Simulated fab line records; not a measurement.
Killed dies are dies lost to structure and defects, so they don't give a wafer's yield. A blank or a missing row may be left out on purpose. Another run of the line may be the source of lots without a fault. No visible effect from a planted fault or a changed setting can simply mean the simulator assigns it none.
What tool caused it? | flow n5-finfet | 10 lots, 28 wafers sampled, at 3 steps of a route of 1938

== WHAT EACH GAUGE READ, for each wafer ==
N5_SD_EPI_P_INSPECT_26: inspects for defects (darkfield).
lot  | measured    | on                | raw-defect-count
L609 | day 3 12:15 | defect-inspect-02 | 196 224 213
L610 | day 3 16:26 | defect-inspect-01 | 138 187 138
L611 | day 3 21:02 | defect-inspect-02 | 240 177
L613 | day 4 10:26 | defect-inspect-02 | 246 214 277
L614 | day 4 16:03 | defect-inspect-01 | 89 141
L615 | day 4 19:53 | defect-inspect-01 | 150 125 177
L618 | day 5 21:10 | defect-inspect-01 | 162 166 129
L626 | day 7 17:25 | defect-inspect-02 | 726 819 811
L628 | day 8 04:28 | defect-inspect-02 | 849 771 811
L630 | day 8 18:40 | defect-inspect-02 | 158 172 253

== WHAT TOOL EACH LOT RAN ON (gives the tool, then ch and the chambers of the sampled wafers, and finally the start) ==
lot  | N5_SD_EPI_P_ETCH_16               | N5_SD_EPI_P_PRECLEAN_51
L609 | rie-diel-02 ch 0,1, day 3 09:07   | epi-rpcvd-02 ch 0, day 3 09:31
L610 | rie-diel-04 ch 0,3, day 3 13:12   | epi-rpcvd-04 ch 0, day 3 13:36
L611 | rie-diel-01 ch 0,1, day 3 17:54   | epi-rpcvd-04 ch 0, day 3 18:22
L613 | rie-diel-02 ch 0,1,2, day 4 07:11 | epi-rpcvd-04 ch 0, day 4 07:41
L614 | rie-diel-02 ch 0,3, day 4 12:53   | epi-rpcvd-02 ch 0, day 4 13:19
L615 | rie-diel-02 ch 1,3, day 4 16:47   | epi-rpcvd-03 ch 0, day 4 17:11
L618 | rie-diel-01 ch 0,2,3, day 5 18:03 | epi-rpcvd-03 ch 0, day 5 18:25
L626 | rie-diel-04 ch 1,2, day 7 14:19   | epi-rpcvd-04 ch 0, day 7 14:43
L628 | rie-diel-01 ch 0,1, day 8 01:14   | epi-rpcvd-04 ch 0, day 8 01:39
L630 | rie-diel-04 ch 1,2, day 8 15:33   | epi-rpcvd-03 ch 0, day 8 15:57
- N5_SD_EPI_P_ETCH_16: etches SiO2 in CHF3/O2, target depth 5 nm.
- N5_SD_EPI_P_PRECLEAN_51: cleans in NF3:NH3, afs cycles 1, time 20 s, sublimation time 60 s.

== THE ANSWER, worked out from the rows above alone ==
Rule: what is usual is taken from the lots themselves. Put in order of their means at a reading, lots are off if they are a third of the lots or fewer, leave a main group of 4 or more, and stand apart from it by a gap of 3 or more times the standard deviation of the main group's means; of several such gaps the widest counts. If all means in a main group match to the digits the tables above print for the reading, that group is not used. A lot without any number at a reading at which 4 lots or more have one is off too. Any other lot the step has rows for is counted as sound.
Off, at N5_SD_EPI_P_INSPECT_26 on raw-defect-count: L626, L628. The main group: mean 179, standard deviation 40.
A tool fits if, at a process step before that reading, it ran every lot that is off, and no sound lot after the first of them. Those tools and the gauges at N5_SD_EPI_P_INSPECT_26 are tried in the same way. One fits: epi-rpcvd-04 at N5_SD_EPI_P_PRECLEAN_51. Its last sound lot is L613 (day 4 07:41), its first lot that is off L626 (day 7 14:43): a fault that began between those two fits.

== WHAT THE SIMULATOR PUT IN ==
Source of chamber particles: epi-rpcvd-04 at N5_SD_EPI_P_PRECLEAN_51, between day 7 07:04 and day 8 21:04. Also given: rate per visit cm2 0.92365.
Lots struck among those shown: L626, L628. The rule given above showed the same thing.
